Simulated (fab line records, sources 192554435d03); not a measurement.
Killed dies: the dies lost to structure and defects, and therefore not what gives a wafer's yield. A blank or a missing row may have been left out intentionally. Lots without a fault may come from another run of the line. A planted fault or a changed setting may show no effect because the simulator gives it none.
Split-lot experiment	flow n5-finfet	7 lots, 21 wafers read, on a route of 1938 steps

ABOUT THE SPLIT
At N5_BEOL_M1_ETCH_64 (etches SOC in N2/H2, target depth 75 nm, overetch 15 nm, time 112.5 s), the setting bias-w was moved away from the recipe's 150 W on 3 of the 21 wafers read, by -12.1% to +15.9%. The other wafers ran this setting at the recipe's value.

The split's own step is where the reading is taken.

THE READING
rf-vpp-V, in V, at N5_BEOL_M1_ETCH_64 (etches SOC in N2/H2, target depth 75 nm, overetch 15 nm, time 112.5 s). Typical for fault-free wafers on this fab line: 523.3 V, with standard deviation 2.8 V.

wafer	tool, chamber at the split	bias-w as run, W	against the recipe	rf-vpp-V, V	against lot-mates on the recipe
L078.2	rie-diel-01, 0	131.8	-12.1%	485.1	-37.4
L078.3	rie-diel-01, 3	150	recipe	520.5	-
L078.4	rie-diel-01, 2	150	recipe	524.6	-
L082.1	rie-diel-01, 3	150	recipe	522.3	-
L082.4	rie-diel-01, 1	150	recipe	525.8	-
L082.5	rie-diel-01, 1	150	recipe	526.5	-
L085.3	rie-diel-03, 1	150	recipe	516.8	-
L085.5	rie-diel-03, 1	150	recipe	517.4	-
L085.6	rie-diel-03, 2	150	recipe	522.8	-
L086.1	rie-diel-06, 3	150	recipe	520.4	-
L086.3	rie-diel-06, 0	150	recipe	525.3	-
L086.4	rie-diel-06, 2	150	recipe	527.1	-
L094.2	rie-diel-01, 3	173.9	+15.9%	573.0	+51.4
L094.4	rie-diel-01, 2	150	recipe	521.6	-
L094.5	rie-diel-01, 2	173.9	+15.9%	573.5	+51.9
L095.1	rie-diel-03, 1	150	recipe	518.8	-
L095.3	rie-diel-03, 0	150	recipe	524.1	-
L095.6	rie-diel-03, 0	150	recipe	523.2	-
L096.3	rie-diel-01, 0	150	recipe	524.0	-
L096.5	rie-diel-01, 3	150	recipe	522.0	-
L096.6	rie-diel-01, 2	150	recipe	521.8	-

FIT RESULTS
A straight line over all 21 wafers: rf-vpp-V changes by +3.16 V for each +1% of bias-w; r = +0.99; the points scatter about the line by 2.8 V.
The same after taking each lot's own level away (the mean of its wafers on the recipe; 21 wafers): +3.2 V for each +1%; r = +0.99; scatter 2.1 V.
On that fit, the largest move of bias-w shifts the reading by 51 V.
Measured against the standard deviation above, the lots' own levels, which go from 519.00 to 524.87 V, span 2.1 times it.
So the lot-to-lot level changes the slope little: the two slopes agree.
Check: +51 V against its lot-mates is what the line predicts for one of the wafers moved furthest among these (+15.9%) when that wafer is left out of the fit. It came out at +51.4 V against them.
Tool readings at the split's step, against how far the setting was moved: rf-vpp-V r = +0.99.

THE WHOLE CHAIN: every reading that the file lists as answering this split, in the file's order
step	what it does	reading	change (the file's fit)	r (the file's)
N5_BEOL_M1_ETCH_64	etches SOC in N2/H2, target depth 75 nm, overetch 15 nm, time 112.5 s	rf-vpp-V	+3.18 V for each +1% of the setting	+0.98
N5_BEOL_M1_ETCH_64	etches SOC in N2/H2, target depth 75 nm, overetch 15 nm, time 112.5 s	SiARC_of_BEOL_M1_COAT_62.thk-nm (the simulator's own value, which no gauge read)	-0.0709 nm for each +1% of the setting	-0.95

FILE'S OWN FIT
rf-vpp-V changes by +3.18 V for each +1% of bias-w, r = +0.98.
